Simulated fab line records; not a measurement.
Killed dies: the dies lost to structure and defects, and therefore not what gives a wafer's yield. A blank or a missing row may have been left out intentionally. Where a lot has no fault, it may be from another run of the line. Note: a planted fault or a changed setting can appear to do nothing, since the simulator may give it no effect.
fab line records / flow n5_finfet
[record] lots = 7 wafers = 21
route steps=1938 shown PASSIVATION@1929
start_h: hours from the record's opening day to when the first of the lot's shown wafers began / wait_h: time in hours since the lot's previous step / " same as the row above / L1.1+2: one row covering several wafers at once / - no value, or no start given / * or withheld: withheld / < > ~ a bound
route shown NAME@n: names a module that has steps shown in the file, with the first one's number in the route / usual: the fault-free wafers' mean and standard deviation / same: alike in all rows / chamber/n: place in a boat / sites: readings site by site / _std_site: standard deviation across them / _edge_site: inner sites' mean taken away from outer sites' mean / radius_mm: for every site, how far away it sits from the centre of the wafer / mask NAME#n: copy n / behind: tool/chamber where the wafer was last shaped / hold: why the lot went on hold/how many hours it stayed there/how the hold came to an end / device: which transistor (n, p or np) failed to switch / end of line: the tests these same wafers got at the end of their route / step lacking rows: just its recipe / killed: count of dies lost to structure and defects at first sort (not the wafer's yield) / map: the dies of a wafer, with x for killed, . for not killed, _ for no die there
set.NAME: the setting the step ran with; set.NAME@STEP: the setting that earlier step ran with / model.NAME: the simulator's own value behind a step, which no gauge read
lots whose settings were changed on purpose; a table a step, a row a wafer
[[steps]]
[step N5_PASSIVATION_PASS_ETCH_47]
[recipe] chemistry = CF4/O2 target = SiNx target_depth_a = 7700 time_s = 385 ion_energy_ev = 100 pressure_mtorr = 40 source_w = 535 bias_w = 49 Ar_flow_sccm = 100 cf4_flow_sccm = 100 O2_flow_sccm = 10
[usual] rf_vpp_V = 239/5.4
lot.wafer=L077.4 tool=rie_diel-06 chamber=1 start_h=289.18 wait_h=0.0 set.source_w=535 rf_vpp_V=236 model.etch.depth_nm=807
lot.wafer=L077.5 tool=rie_diel-06 chamber=2 start_h=289.18 wait_h=0.0 set.source_w=535 rf_vpp_V=245 model.etch.depth_nm=787.8
lot.wafer=L077.6 tool=rie_diel-06 chamber=1 start_h=289.18 wait_h=0.0 set.source_w=597 rf_vpp_V=222 model.etch.depth_nm=894.9
lot.wafer=L082.2 tool=rie_diel-03 chamber=1 start_h=310.91 wait_h=0.0 set.source_w=535 rf_vpp_V=247 model.etch.depth_nm=756.7
lot.wafer=L082.5 tool=rie_diel-03 chamber=2 start_h=310.91 wait_h=0.0 set.source_w=535 rf_vpp_V=243 model.etch.depth_nm=721.4
lot.wafer=L082.6 tool=rie_diel-03 chamber=3 start_h=310.91 wait_h=0.0 set.source_w=535 rf_vpp_V=240 model.etch.depth_nm=754.1
lot.wafer=L085.3 tool=rie_diel-03 chamber=0 start_h=344.30 wait_h=0.0 set.source_w=535 rf_vpp_V=242 model.etch.depth_nm=754.1
lot.wafer=L085.4 tool=rie_diel-03 chamber=1 start_h=344.30 wait_h=0.0 set.source_w=484.7 rf_vpp_V=261 model.etch.depth_nm=685.4
lot.wafer=L085.5 tool=rie_diel-03 chamber=0 start_h=344.30 wait_h=0.0 set.source_w=535 rf_vpp_V=242 model.etch.depth_nm=749.7
lot.wafer=L087.3 tool=rie_diel-06 chamber=2 start_h=354.24 wait_h=0.0 set.source_w=507.6 rf_vpp_V=252 model.etch.depth_nm=743
lot.wafer=L087.4 tool=rie_diel-06 chamber=0 start_h=354.24 wait_h=0.0 set.source_w=535 rf_vpp_V=234 model.etch.depth_nm=782.4
lot.wafer=L087.6 tool=rie_diel-06 chamber=2 start_h=354.24 wait_h=0.0 set.source_w=507.6 rf_vpp_V=250 model.etch.depth_nm=740.7
lot.wafer=L091.1 tool=rie_diel-01 chamber=3 start_h=373.16 wait_h=0.0 set.source_w=535 rf_vpp_V=241 model.etch.depth_nm=737.6
lot.wafer=L091.2 tool=rie_diel-01 chamber=2 start_h=373.16 wait_h=0.0 set.source_w=535 rf_vpp_V=245 model.etch.depth_nm=761.4
lot.wafer=L091.3 tool=rie_diel-01 chamber=0 start_h=373.16 wait_h=0.0 set.source_w=569.1 rf_vpp_V=233 model.etch.depth_nm=810.3
lot.wafer=L092.1 tool=rie_diel-01 chamber=1 start_h=377.61 wait_h=0.0 set.source_w=535 rf_vpp_V=243 model.etch.depth_nm=781.7
lot.wafer=L092.3 tool=rie_diel-01 chamber=2 start_h=377.61 wait_h=0.0 set.source_w=535 rf_vpp_V=244 model.etch.depth_nm=762.4
lot.wafer=L092.5 tool=rie_diel-01 chamber=0 start_h=377.61 wait_h=0.0 set.source_w=535 rf_vpp_V=240 model.etch.depth_nm=776.9
lot.wafer=L095.1 tool=rie_diel-06 chamber=0 start_h=413.16 wait_h=0.0 set.source_w=535 rf_vpp_V=236 model.etch.depth_nm=786.2
lot.wafer=L095.2 tool=rie_diel-06 chamber=1 start_h=413.16 wait_h=0.0 set.source_w=535 rf_vpp_V=234 model.etch.depth_nm=807.8
lot.wafer=L095.5 tool=rie_diel-06 chamber=3 start_h=413.16 wait_h=0.0 set.source_w=448.6 rf_vpp_V=252 model.etch.depth_nm=668.6
[step N5_PASSIVATION_ETCH_54]
[recipe] chemistry = CHF3/O2 target = SiO2 target_depth_a = 8800 CHF3_flow_sccm = 50 O2_flow_sccm = 5 Ar_flow_sccm = 200 time_s = 440 mask_material = PR pressure_mtorr = 30 source_w = 650 bias_w = 170 ion_energy_ev = 200
[step N5_PASSIVATION_STRIP_48]
[recipe] chemistry = O2 power_w = 600 temp_c = 60 pressure_mtorr = 30 rf_frequency_hz = 6e+07 bias_power_w = 0 overash_fraction = 0.5 o2_flow_sccm = 225
[step N5_PASSIVATION_SRD_72]
[recipe] dry = ipa_marangoni time_s = 30 temp_c = 23 rinse_liquid = diw
[step N5_PASSIVATION_ANNEAL_56]
[recipe] temp_c = 400 time_s = 1800 ambient = FGA idle_temp_c = 300 ramp_up_c_per_min = 5 ramp_down_c_per_min = 3
[step N5_PASSIVATION_PROBE_49]
[usual] defect_limited_yield = 91.0/1.3 killed_at_M0_to_M3 = 33/10 killed_at_M4_up = 14/5.6 killed_at_contacts = 12/5.8 killed_at_front_end = 43/11 killed_at_other = 4.1/2.8 killed_dies = 106/15 killed_open = 70/12 killed_short = 34/7.5 sort_bin_4_leakage = 0.00/0.0099 sort_bin_5_function = 5.3/0.88 sort_bin_6_memory = 3.3/0.64 sort_bin_8_speed = 0.00/0.016 sort_n_pass = 1074/15 sort_yield_pct = 91.0/1.3
[same] gross_dies = 1180 killed_at_back_side = 0
lot.wafer=L077.4 tool=prober-01 chamber=- start_h=292.35 wait_h=0.2 set.source_w@PASSIVATION_PASS_ETCH_47=535 defect_limited_yield[%]=88.8 killed_at_M0_to_M3=55 killed_at_M4_up=13 killed_at_contacts=17 killed_at_front_end=44 killed_at_other=3 killed_dies=132 killed_open=77 killed_short=52 sort_bin_4_leakage[%]=0 sort_bin_5_function[%]=6.1 sort_bin_6_memory[%]=4.8 sort_bin_8_speed[%]=0 sort_n_pass=1048 sort_yield_pct[%]=88.8
lot.wafer=L077.5 tool=prober-01 chamber=- start_h=292.40 wait_h=0.2 set.source_w@PASSIVATION_PASS_ETCH_47=535 defect_limited_yield[%]=91.4 killed_at_M0_to_M3=23 killed_at_M4_up=12 killed_at_contacts=8 killed_at_front_end=55 killed_at_other=4 killed_dies=102 killed_open=69 killed_short=31 sort_bin_4_leakage[%]=0 sort_bin_5_function[%]=5.5 sort_bin_6_memory[%]=3.0 sort_bin_8_speed[%]=0 sort_n_pass=1078 sort_yield_pct[%]=91.4
lot.wafer=L077.6 tool=prober-01 chamber=- start_h=292.45 wait_h=0.3 set.source_w@PASSIVATION_PASS_ETCH_47=597 defect_limited_yield[%]=91.8 killed_at_M0_to_M3=26 killed_at_M4_up=16 killed_at_contacts=17 killed_at_front_end=33 killed_at_other=5 killed_dies=97 killed_open=59 killed_short=35 sort_bin_4_leakage[%]=0 sort_bin_5_function[%]=4.9 sort_bin_6_memory[%]=3.1 sort_bin_8_speed[%]=0 sort_n_pass=1083 sort_yield_pct[%]=91.8
lot.wafer=L082.2 tool=prober-02 chamber=- start_h=313.97 wait_h=0.1 set.source_w@PASSIVATION_PASS_ETCH_47=535 defect_limited_yield[%]=93.6 killed_at_M0_to_M3=24 killed_at_M4_up=4 killed_at_contacts=5 killed_at_front_end=40 killed_at_other=2 killed_dies=75 killed_open=49 killed_short=24 sort_bin_4_leakage[%]=0 sort_bin_5_function[%]=3.6 sort_bin_6_memory[%]=2.5 sort_bin_8_speed[%]=0.08 sort_n_pass=1105 sort_yield_pct[%]=93.6
lot.wafer=L082.5 tool=prober-02 chamber=- start_h=314.12 wait_h=0.2 set.source_w@PASSIVATION_PASS_ETCH_47=535 defect_limited_yield[%]=89.7 killed_at_M0_to_M3=38 killed_at_M4_up=12 killed_at_contacts=17 killed_at_front_end=47 killed_at_other=8 killed_dies=122 killed_open=99 killed_short=21 sort_bin_4_leakage[%]=0 sort_bin_5_function[%]=5.8 sort_bin_6_memory[%]=4.3 sort_bin_8_speed[%]=0 sort_n_pass=1058 sort_yield_pct[%]=89.7
lot.wafer=L082.6 tool=prober-02 chamber=- start_h=314.17 wait_h=0.3 set.source_w@PASSIVATION_PASS_ETCH_47=535 defect_limited_yield[%]=92.6 killed_at_M0_to_M3=19 killed_at_M4_up=15 killed_at_contacts=10 killed_at_front_end=42 killed_at_other=1 killed_dies=87 killed_open=62 killed_short=24 sort_bin_4_leakage[%]=0 sort_bin_5_function[%]=4.6 sort_bin_6_memory[%]=2.6 sort_bin_8_speed[%]=0 sort_n_pass=1093 sort_yield_pct[%]=92.6
lot.wafer=L085.3 tool=prober-01 chamber=- start_h=347.40 wait_h=0.1 set.source_w@PASSIVATION_PASS_ETCH_47=535 defect_limited_yield[%]=91.4 killed_at_M0_to_M3=42 killed_at_M4_up=12 killed_at_contacts=5 killed_at_front_end=40 killed_at_other=2 killed_dies=101 killed_open=55 killed_short=43 sort_bin_4_leakage[%]=0 sort_bin_5_function[%]=3.9 sort_bin_6_memory[%]=3.6 sort_bin_8_speed[%]=0 sort_n_pass=1079 sort_yield_pct[%]=91.4
lot.wafer=L085.4 tool=prober-01 chamber=- start_h=347.45 wait_h=0.2 set.source_w@PASSIVATION_PASS_ETCH_47=484.7 defect_limited_yield[%]=91.7 killed_at_M0_to_M3=32 killed_at_M4_up=12 killed_at_contacts=7 killed_at_front_end=34 killed_at_other=13 killed_dies=98 killed_open=57 killed_short=28 sort_bin_4_leakage[%]=0 sort_bin_5_function[%]=5.9 sort_bin_6_memory[%]=2.2 sort_bin_8_speed[%]=0 sort_n_pass=1082 sort_yield_pct[%]=91.7
lot.wafer=L085.5 tool=prober-01 chamber=- start_h=347.50 wait_h=0.2 set.source_w@PASSIVATION_PASS_ETCH_47=535 defect_limited_yield[%]=90.2 killed_at_M0_to_M3=52 killed_at_M4_up=10 killed_at_contacts=16 killed_at_front_end=33 killed_at_other=5 killed_dies=116 killed_open=66 killed_short=45 sort_bin_4_leakage[%]=0 sort_bin_5_function[%]=5.5 sort_bin_6_memory[%]=3.7 sort_bin_8_speed[%]=0.08 sort_n_pass=1064 sort_yield_pct[%]=90.2
lot.wafer=L087.3 tool=prober-02 chamber=- start_h=357.35 wait_h=0.1 set.source_w@PASSIVATION_PASS_ETCH_47=507.6 defect_limited_yield[%]=88.0 killed_at_M0_to_M3=26 killed_at_M4_up=75 killed_at_contacts=2 killed_at_front_end=35 killed_at_other=4 killed_dies=142 killed_open=50 killed_short=17 sort_bin_4_leakage[%]=0 sort_bin_5_function[%]=9.1 sort_bin_6_memory[%]=2.8 sort_bin_8_speed[%]=0 sort_n_pass=1038 sort_yield_pct[%]=88.0
lot.wafer=L087.4 tool=prober-02 chamber=- start_h=357.40 wait_h=0.2 set.source_w@PASSIVATION_PASS_ETCH_47=535 defect_limited_yield[%]=92.5 killed_at_M0_to_M3=25 killed_at_M4_up=16 killed_at_contacts=2 killed_at_front_end=44 killed_at_other=2 killed_dies=89 killed_open=59 killed_short=27 sort_bin_4_leakage[%]=0 sort_bin_5_function[%]=3.5 sort_bin_6_memory[%]=3.6 sort_bin_8_speed[%]=0 sort_n_pass=1091 sort_yield_pct[%]=92.5
lot.wafer=L087.6 tool=prober-02 chamber=- start_h=357.50 wait_h=0.3 set.source_w@PASSIVATION_PASS_ETCH_47=507.6 defect_limited_yield[%]=90.8 killed_at_M0_to_M3=52 killed_at_M4_up=16 killed_at_contacts=13 killed_at_front_end=24 killed_at_other=3 killed_dies=108 killed_open=77 killed_short=28 sort_bin_4_leakage[%]=0 sort_bin_5_function[%]=6.2 sort_bin_6_memory[%]=2.5 sort_bin_8_speed[%]=0 sort_n_pass=1072 sort_yield_pct[%]=90.8
lot.wafer=L091.1 tool=prober-01 chamber=- start_h=376.18 wait_h=0.0 set.source_w@PASSIVATION_PASS_ETCH_47=535 defect_limited_yield[%]=91.6 killed_at_M0_to_M3=17 killed_at_M4_up=31 killed_at_contacts=8 killed_at_front_end=38 killed_at_other=5 killed_dies=99 killed_open=63 killed_short=33 sort_bin_4_leakage[%]=0 sort_bin_5_function[%]=5.2 sort_bin_6_memory[%]=2.7 sort_bin_8_speed[%]=0 sort_n_pass=1081 sort_yield_pct[%]=91.6
lot.wafer=L091.2 tool=prober-01 chamber=- start_h=376.23 wait_h=0.1 set.source_w@PASSIVATION_PASS_ETCH_47=535 defect_limited_yield[%]=91.4 killed_at_M0_to_M3=19 killed_at_M4_up=17 killed_at_contacts=11 killed_at_front_end=51 killed_at_other=3 killed_dies=101 killed_open=66 killed_short=34 sort_bin_4_leakage[%]=0.08 sort_bin_5_function[%]=4.8 sort_bin_6_memory[%]=3.5 sort_bin_8_speed[%]=0 sort_n_pass=1078 sort_yield_pct[%]=91.4
lot.wafer=L091.3 tool=prober-01 chamber=- start_h=376.28 wait_h=0.1 set.source_w@PASSIVATION_PASS_ETCH_47=569.1 defect_limited_yield[%]=88.4 killed_at_M0_to_M3=29 killed_at_M4_up=26 killed_at_contacts=25 killed_at_front_end=54 killed_at_other=3 killed_dies=137 killed_open=91 killed_short=39 sort_bin_4_leakage[%]=0.17 sort_bin_5_function[%]=6.8 sort_bin_6_memory[%]=4.7 sort_bin_8_speed[%]=0 sort_n_pass=1041 sort_yield_pct[%]=88.2
lot.wafer=L092.1 tool=prober-01 chamber=- start_h=381.00 wait_h=0.0 set.source_w@PASSIVATION_PASS_ETCH_47=535 defect_limited_yield[%]=89.1 killed_at_M0_to_M3=41 killed_at_M4_up=13 killed_at_contacts=23 killed_at_front_end=48 killed_at_other=4 killed_dies=129 killed_open=79 killed_short=47 sort_bin_4_leakage[%]=0 sort_bin_5_function[%]=6.0 sort_bin_6_memory[%]=4.6 sort_bin_8_speed[%]=0 sort_n_pass=1051 sort_yield_pct[%]=89.1
lot.wafer=L092.3 tool=prober-01 chamber=- start_h=381.10 wait_h=0.1 set.source_w@PASSIVATION_PASS_ETCH_47=535 defect_limited_yield[%]=88.6 killed_at_M0_to_M3=29 killed_at_M4_up=55 killed_at_contacts=4 killed_at_front_end=43 killed_at_other=4 killed_dies=135 killed_open=55 killed_short=38 sort_bin_4_leakage[%]=0 sort_bin_5_function[%]=7.9 sort_bin_6_memory[%]=3.2 sort_bin_8_speed[%]=0 sort_n_pass=1045 sort_yield_pct[%]=88.6
lot.wafer=L092.5 tool=prober-01 chamber=- start_h=381.20 wait_h=0.2 set.source_w@PASSIVATION_PASS_ETCH_47=535 defect_limited_yield[%]=90.9 killed_at_M0_to_M3=41 killed_at_M4_up=14 killed_at_contacts=14 killed_at_front_end=36 killed_at_other=2 killed_dies=107 killed_open=65 killed_short=40 sort_bin_4_leakage[%]=0 sort_bin_5_function[%]=6.1 sort_bin_6_memory[%]=2.7 sort_bin_8_speed[%]=0 sort_n_pass=1073 sort_yield_pct[%]=90.9
lot.wafer=L095.1 tool=prober-02 chamber=- start_h=416.18 wait_h=0.0 set.source_w@PASSIVATION_PASS_ETCH_47=535 defect_limited_yield[%]=91.2 killed_at_M0_to_M3=22 killed_at_M4_up=26 killed_at_contacts=12 killed_at_front_end=35 killed_at_other=9 killed_dies=104 killed_open=70 killed_short=33 sort_bin_4_leakage[%]=0 sort_bin_5_function[%]=4.9 sort_bin_6_memory[%]=3.6 sort_bin_8_speed[%]=0 sort_n_pass=1076 sort_yield_pct[%]=91.2
lot.wafer=L095.2 tool=prober-02 chamber=- start_h=416.23 wait_h=0.1 set.source_w@PASSIVATION_PASS_ETCH_47=535 defect_limited_yield[%]=93.3 killed_at_M0_to_M3=27 killed_at_M4_up=12 killed_at_contacts=8 killed_at_front_end=27 killed_at_other=5 killed_dies=79 killed_open=54 killed_short=24 sort_bin_4_leakage[%]=0 sort_bin_5_function[%]=4.5 sort_bin_6_memory[%]=2.1 sort_bin_8_speed[%]=0 sort_n_pass=1101 sort_yield_pct[%]=93.3
lot.wafer=L095.5 tool=prober-02 chamber=- start_h=416.38 wait_h=0.2 set.source_w@PASSIVATION_PASS_ETCH_47=448.6 defect_limited_yield[%]=77.9 killed_at_M0_to_M3=42 killed_at_M4_up=18 killed_at_contacts=18 killed_at_front_end=39 killed_at_other=144 killed_dies=261 killed_open=87 killed_short=41 sort_bin_4_leakage[%]=0 sort_bin_5_function[%]=18.1 sort_bin_6_memory[%]=3.8 sort_bin_8_speed[%]=0 sort_n_pass=919 sort_yield_pct[%]=77.9
// killed by level:class
L077.4 FIN_SAQP:geometric_particle:short=12 BEOL_M0_SAQP:geometric_particle:short=11 MOL_CONTACT_COAG:geometric_particle:open=11 BEOL_M0_SAQP:geometric_particle:open=11 FIN_SAQP:geometric_particle:open=10 BEOL_M1:geometric_particle:open=7 BEOL_M3:geometric_particle:open=7 BEOL_M2:geometric_particle:open=6
L077.5 FIN_SAQP:geometric_particle:open=19 STI_FIN_REVEAL:geometric_particle:open=10 FIN_SAQP:geometric_particle:short=8 MOL_CONTACT_COAG:geometric_particle:open=7 BEOL_M2:geometric_particle:open=5 BEOL_M4:geometric_particle:open=5 BEOL_M3:geometric_particle:open=4 STARTING-WAFER:geometric_particle:open=3
L077.6 MOL_CONTACT_COAG:geometric_particle:open=14 FIN_SAQP:geometric_particle:short=11 DUMMY_GATE:geometric_particle:open=10 BEOL_M4:geometric_particle:open=7 BEOL_M0_SAQP:geometric_particle:short=5 BEOL_M2:geometric_particle:open=5 BEOL_M8:geometric_particle:open=4 BEOL_M0_SAQP:geometric_particle:open=4
L082.2 STI_FIN_REVEAL:geometric_particle:open=12 FIN_SAQP:geometric_particle:short=6 BEOL_M0_SAQP:geometric_particle:open=6 FIN_SAQP:geometric_particle:open=5 GATE_CUT:geometric_particle:short=5 BEOL_M1:geometric_particle:open=5 BEOL_M0_SAQP:geometric_particle:short=4 STARTING-WAFER:geometric_particle:open=4
L082.5 FIN_SAQP:geometric_particle:open=15 MOL_CONTACT_COAG:geometric_particle:open=14 STI_FIN_REVEAL:geometric_particle:open=13 BEOL_M0_SAQP:geometric_particle:open=8 BEOL_M3:geometric_particle:open=8 BEOL_M0:geometric_particle:open=6 BEOL_M1:geometric_particle:open=6 BEOL_M2:geometric_particle:open=6
L082.6 STI_FIN_REVEAL:geometric_particle:open=11 FIN_SAQP:geometric_particle:open=9 BEOL_M4:geometric_particle:open=9 MOL_CONTACT_COAG:geometric_particle:open=9 BEOL_M1:geometric_particle:open=7 FIN_SAQP:geometric_particle:short=4 STI_FIN_REVEAL:geometric_particle:short=4 DUMMY_GATE:geometric_particle:open=4
L085.3 BEOL_M0_SAQP:geometric_particle:short=12 FIN_SAQP:geometric_particle:short=10 STI_FIN_REVEAL:geometric_particle:open=10 BEOL_M0_SAQP:geometric_particle:open=6 BEOL_M1:geometric_particle:open=6 BEOL_M2:geometric_particle:open=5 BEOL_M2:geometric_particle:short=4 FIN_SAQP:geometric_particle:open=3
L085.4 PASSIVATION:area_etch=11 BEOL_M0_SAQP:geometric_particle:short=10 STI_FIN_REVEAL:geometric_particle:open=9 FIN_SAQP:geometric_particle:open=6 MOL_CONTACT_COAG:geometric_particle:open=6 BEOL_M3:geometric_particle:open=6 BEOL_M0_SAQP:geometric_particle:open=5 FIN_SAQP:geometric_particle:short=4
L085.5 BEOL_M0_SAQP:geometric_particle:short=16 MOL_CONTACT_COAG:geometric_particle:open=14 STI_FIN_REVEAL:geometric_particle:open=12 BEOL_M2:geometric_particle:short=10 BEOL_M0_SAQP:geometric_particle:open=9 BEOL_M3:geometric_particle:open=8 BEOL_M1:geometric_particle:open=5 BEOL_M4:geometric_particle:open=4
L087.3 BEOL_M11:area_etch=69 BEOL_M3:geometric_particle:open=8 STI_FIN_REVEAL:geometric_particle:open=7 GATE_CUT:geometric_particle:short=5 BEOL_M2:geometric_particle:open=5 FIN_SAQP:geometric_particle:open=4 GATE_CUT:geometric_particle:open=4 BEOL_M0_SAQP:geometric_particle:open=4
L087.4 STI_FIN_REVEAL:geometric_particle:open=16 BEOL_M4:geometric_particle:open=7 FIN_SAQP:geometric_particle:short=6 BEOL_M1:geometric_particle:open=5 BEOL_M3:geometric_particle:open=5 FIN_SAQP:geometric_particle:open=4 GATE_CUT:geometric_particle:short=4 BEOL_M1:geometric_particle:short=4
L087.6 BEOL_M2:geometric_particle:open=13 MOL_CONTACT_COAG:geometric_particle:open=10 BEOL_M1:geometric_particle:open=9 BEOL_M0_SAQP:geometric_particle:open=8 STI_FIN_REVEAL:geometric_particle:open=7 BEOL_M3:geometric_particle:open=7 BEOL_M0_SAQP:geometric_particle:short=7 BEOL_M5:geometric_particle:open=5
L091.1 BEOL_M4:geometric_particle:open=12 FIN_SAQP:geometric_particle:open=8 DUMMY_GATE:geometric_particle:open=8 FIN_SAQP:geometric_particle:short=7 MOL_CONTACT_COAG:geometric_particle:open=6 BEOL_M5:geometric_particle:open=6 BEOL_M0_SAQP:geometric_particle:short=5 BEOL_M4:geometric_particle:short=5
L091.2 STI_FIN_REVEAL:geometric_particle:open=10 BEOL_M4:geometric_particle:open=9 FIN_SAQP:geometric_particle:open=7 FIN_SAQP:geometric_particle:short=7 MOL_CONTACT_COAG:geometric_particle:open=6 DUMMY_GATE:geometric_particle:open=5 MOL_CONTACT_COAG:geometric_particle:short=5 BEOL_M3:geometric_particle:open=5
L091.3 BEOL_M0_SAQP:geometric_particle:open=19 MOL_CONTACT_COAG:geometric_particle:open=18 BEOL_M4:geometric_particle:open=13 FIN_SAQP:geometric_particle:open=10 FIN_SAQP:geometric_particle:short=8 STI_FIN_REVEAL:geometric_particle:open=8 BEOL_M0_SAQP:geometric_particle:short=8 DUMMY_GATE:geometric_particle:open=8
L092.1 FIN_SAQP:geometric_particle:short=15 MOL_CONTACT_COAG:geometric_particle:open=15 FIN_SAQP:geometric_particle:open=8 MOL_CONTACT_COAG:geometric_particle:short=8 BEOL_M2:geometric_particle:open=8 BEOL_M3:geometric_particle:open=8 DUMMY_GATE:geometric_particle:open=6 BEOL_M0_SAQP:geometric_particle:short=6
L092.3 BEOL_M11:area_etch=42 FIN_SAQP:geometric_particle:short=16 FIN_SAQP:geometric_particle:open=13 BEOL_M3:geometric_particle:open=11 STI_FIN_REVEAL:geometric_particle:open=6 BEOL_M0_SAQP:geometric_particle:open=4 BEOL_M11:geometric_particle:open=3 BEOL_M2:geometric_particle:open=3
L092.5 FIN_SAQP:geometric_particle:short=12 FIN_SAQP:geometric_particle:open=11 BEOL_M1:geometric_particle:open=10 MOL_CONTACT_COAG:geometric_particle:open=8 BEOL_M0_SAQP:geometric_particle:short=7 MOL_CONTACT_COAG:geometric_particle:short=6 BEOL_M0_SAQP:geometric_particle:open=6 STARTING-WAFER:geometric_particle:open=5
L095.1 BEOL_M4:geometric_particle:open=12 MOL_CONTACT_COAG:geometric_particle:open=10 BEOL_M0_SAQP:geometric_particle:open=7 BEOL_M2:geometric_particle:open=7 FIN_SAQP:geometric_particle:short=6 FIN_SAQP:geometric_particle:open=6 STI_FIN_REVEAL:geometric_particle:open=5 BEOL_M4:geometric_particle:short=5
L095.2 MOL_CONTACT_COAG:geometric_particle:open=7 FIN_SAQP:geometric_particle:open=6 BEOL_M0_SAQP:geometric_particle:short=6 BEOL_M8:geometric_particle:open=6 FIN_SAQP:geometric_particle:short=5 BEOL_M0_SAQP:geometric_particle:open=5 BEOL_M2:geometric_particle:open=5 BEOL_M3:geometric_particle:open=4
L095.5 PASSIVATION:area_etch=132 STI_FIN_REVEAL:geometric_particle:open=15 MOL_CONTACT_COAG:geometric_particle:open=14 BEOL_M0_SAQP:geometric_particle:open=13 BEOL_M0_SAQP:geometric_particle:short=11 BEOL_M4:geometric_particle:open=11 FIN_SAQP:geometric_particle:short=10 BEOL_M2:geometric_particle:open=8
[[key]]
[split] step = N5_PASSIVATION_PASS_ETCH_47 setting = source_w stated = 535 by = wafer
[response] step = N5_PASSIVATION_PASS_ETCH_47 reading = rf_vpp_V change = -1.49 per = 1% r = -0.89
[response] step = N5_PASSIVATION_PASS_ETCH_47 reading = model.etch.depth_nm change = +8.04 per = 1% r = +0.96
[response] step = N5_PASSIVATION_PROBE_49 reading = killed_at_other shape = bent at_lowest = 144 at_stated = 3.9 at_highest = 5
